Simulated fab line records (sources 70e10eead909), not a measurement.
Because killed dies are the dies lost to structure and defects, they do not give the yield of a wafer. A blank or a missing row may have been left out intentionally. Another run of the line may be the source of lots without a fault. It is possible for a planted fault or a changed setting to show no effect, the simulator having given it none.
Comparing a struck lot with a sound one | flow nandHarc | 13 out of 1159 route steps
Sound: wafers L206.2, L206.3, L206.4. Struck: wafers L210.3, L210.5 (left out: L210.4, a lot-mate that was not struck); the cause follows at the end.
Each step with rows lists, per side, the tool, then ch with its chambers, then its first start. Under that, the readings that differ: sound wafers | struck wafers | difference of the means | sigmas: that difference in standard deviations of wafers without a fault.
alike: a reading whose means differ by less than 2 such deviations, as well as words and numbers matching on both sides. not compared: withheld readings; readings where some wafer has no value; bounds like >300 that might hide an equal value; numbers whose values overlap and for which the record gives no deviation.
The two part at a step that has a row with sigmas, a row that says differs or no value, or rows on one side only. Non-overlapping numbers with no deviation appear without sigmas and do not part them. A reading that every wafer of one side lacks parts them only if that side has two wafers or more.

first, 2 steps without rows for these wafers: NHARC_A_ONON_D1_ANNEAL_15 (time 3600 s); NHARC_A_ONON_D1_DEP_16 (target thk 1000 nm).
NHARC_A_ONON_D1_THK_MEAS_18: measures by ellipsometry.
  sound on filmMetro-01 at day 9 15:02; struck on filmMetro-01 at day 10 06:05
  alike: thkNm
then, no rows for these wafers at 1 step: NHARC_A_ONON_D1_DEP_19 (target thk 1000 nm).
NHARC_A_ONON_D1_THK_MEAS_21: measures by ellipsometry.
  sound on filmMetro-01 at day 9 15:35; struck on filmMetro-01 at day 10 06:40
  alike: thkNm
then, no rows for these wafers at 1 step: NHARC_A_ONON_D1_DEP_22 (target thk 1000 nm).
NHARC_A_ONON_D1_THK_MEAS_24: measures by ellipsometry.
  sound on filmMetro-01 at day 9 16:10; struck on filmMetro-01 at day 10 07:14
  alike: thkNm
then, no rows for these wafers at 1 step: NHARC_A_ONON_D1_DEP_25 (target thk 1000 nm).
NHARC_A_ONON_D1_THK_MEAS_27: measures by ellipsometry.
  sound on filmMetro-01 at day 9 16:44; struck on filmMetro-01 at day 10 07:47
  alike: thkNm
then, no rows for these wafers at 1 step: NHARC_A_ONON_D1_DEP_28 (target thk 1000 nm).
NHARC_A_ONON_D1_THK_MEAS_30: measures by ellipsometry.
  sound on filmMetro-01 at day 9 17:19; struck on filmMetro-01 at day 10 08:22
  alike: thkNm
NHARC_A_ONON_D1_DEP_33: deposits SiO2, target thk 200 nm.
  sound on pecvd-01 ch 1,2, day 9 17:26; struck on pecvd-03 ch 0, day 10 08:25
reading         | sound             | struck        | difference | sigmas
rfFwdPowerW (W) | 893.9 895.4 892.9 | 1002.8 1005.3 | +110.0     | +37
  alike: heaterPowerW, mfcPrecursorSccm, throttleValvePct
NHARC_A_ONON_D1_THK_MEAS_34: measures by ellipsometry.
  sound on filmMetro-01 at day 9 17:48; struck on filmMetro-01 at day 10 08:50
reading    | sound       | struck  | difference | sigmas
thkNm (nm) | 193 200 200 | 207 209 | +10        | +3

== WHERE THEY PART ==
Earliest at NHARC_A_ONON_D1_DEP_33; latest, in this record, at NHARC_A_ONON_D1_THK_MEAS_34.

WHY: what had been put in by the simulator
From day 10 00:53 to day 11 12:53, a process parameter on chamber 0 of pecvd-03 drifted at NHARC_A_ONON_D1_DEP_33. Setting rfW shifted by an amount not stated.
